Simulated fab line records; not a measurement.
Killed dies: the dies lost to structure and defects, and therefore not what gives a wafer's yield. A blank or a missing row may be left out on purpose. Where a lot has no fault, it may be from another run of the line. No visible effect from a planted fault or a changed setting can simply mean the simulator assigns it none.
Problem report, 8D (eight disciplines) form, completed by code || flow n5_finfet || the parts of the form that need people (team, actions taken, sign-off) are left out

1. THE PROBLEM
Wafers with no fault read 2.1 with a standard deviation of 1.4, whereas raw_defect_count at N5_BEOL_M15_INSPECT_12 reads a mean of 9.0 on 1 wafer of 1 lot. Measured from the usual mean, that is +4.9 standard deviations.
The step: inspects for defects (macro).
The first sign was on wafer L512.4 at day 15 15:21, on defect_inspect-01. Wafers with a number at this step in the record: 15, from 5 lots. By rule, "out" or "out of limits" means more than 4 standard deviations away from the usual mean. All remaining wafers that have a number are taken as sound.

2. WHAT IT IS, WHAT IT ISN'T
{"question": "which readings at this step", "is": "raw_defect_count", "is not": "-"}
{"question": "which lots", "is": "L512", "is not": "L508, L511, L521, L522"}
{"question": "which wafers of those lots", "is": "L512.4", "is not": "L512.5, L512.6"}
{"question": "read on which gauges", "is": "defect_inspect-01", "is not": "defect_inspect-02"}
{"question": "when", "is": "from day 15 15:21", "is not": "up to then (8 sound wafers); but 6 sound wafers of L521, L522 came after"}

3. WHAT RULES OUT EACH SUSPECT
Counting: a tool at a process step up to the reading stays a suspect if it ran every lot that is out. Sound lots after the first of them don't rule it out here, since some wafers of a struck lot are sound.
- the gauge at N5_BEOL_M15_INSPECT_12: kept. All the wafers that are out were read on defect_inspect-01, and no step on other tools shows them out.
- pvd_sputter-02 at N5_BEOL_M14_SPUTTER_44 (material Ta, target thk 15 nm, time 24.19 s): kept. It ran the lot that is out, L512 (day 15 13:34).
- rtp_anneal-01 at N5_BEOL_M14_ANNEAL_48 (time 90 s): kept. L512, the lot that is out, went through it at day 15 14:05; up to then, the latest sound lot through it was L511 at day 15 03:38.
- cmp-02 at N5_BEOL_M14_CMP_49 (polishes, stops on SiO2, t overpolish 5.2 s, target thk 560 nm): kept. L512, the lot that is out, went through it at day 15 14:22; up to then, the latest sound lot through it was L511 at day 15 03:58.
- pecvd-03 at N5_BEOL_M14_DEP_53 (deposits SiCN from 3MS/NH3, target thk 50 nm, time 17.8 s): kept. L512, the lot that is out, went through it at day 15 14:38; up to then, the latest sound lot through it was L511 at day 15 04:14.
- pecvd-04 at N5_BEOL_M15_ILD_DEP_00 (deposits SiO2 from TEOS/O2, target thk 1629.3 nm, time 346.1 s): kept. L512, the lot that is out, went through it at day 15 14:51; up to then, the latest sound lot through it was L511 at day 15 04:22.
- cmp-02, N5_BEOL_M14_CMP_49: wafers that are out in chamber 2, sound lot-mates in chambers 0, 3.
- pecvd-03, N5_BEOL_M14_DEP_53: wafers that are out in chamber 0, sound lot-mates in chambers 1, 2.
- pecvd-04, N5_BEOL_M15_ILD_DEP_00: wafers that are out in chamber 0, sound lot-mates in chambers 1, 2.
Left after counting: pvd_sputter-02 at N5_BEOL_M14_SPUTTER_44, rtp_anneal-01 at N5_BEOL_M14_ANNEAL_48, cmp-02 at N5_BEOL_M14_CMP_49, pecvd-03 at N5_BEOL_M14_DEP_53, pecvd-04 at N5_BEOL_M15_ILD_DEP_00, defect_inspect-01 at N5_BEOL_M15_INSPECT_12.

4. THE CAUSE (what the simulator had put in)
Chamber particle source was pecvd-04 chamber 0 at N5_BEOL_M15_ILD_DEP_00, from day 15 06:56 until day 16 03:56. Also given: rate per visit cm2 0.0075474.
After counting, 6 suspects remain, this tool included.

5. THE EFFECT CHAIN, in route order
Rows list readings where the struck wafers' mean (over those with a number) sits beyond 3 standard deviations from the usual. Readings are gone through only where the record gives a usual standard deviation; hours: the median, over the lots, of the time from a lot's start at the first step in this table giving one to that lot's start at this step; sigmas: the change measured in usual standard deviations.
{"hours": 0, "step": "N5_BEOL_M15_INSPECT_12", "reading": "raw_defect_count", "usual": 2.1, "on struck wafers": 9.0, "change": "+6.9", "sigmas": "+4.9"}

6. HOW IT WOULD HAVE BEEN CAUGHT EARLIER
In this record the first reading out of limits at a measuring or inspecting step was taken at day 15 15:21, 8 hours after the fault began at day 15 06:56.
Of the tool readings at N5_BEOL_M15_ILD_DEP_00 for which the record gives a usual standard deviation, none was out on any struck wafer, so an alarm limit of 4 standard deviations on them would not have fired.
All the lots that are out (1) had begun N5_BEOL_M15_ILD_DEP_00 on pecvd-04 by day 15 15:21. Holding the tool at that point would not have protected any of them.
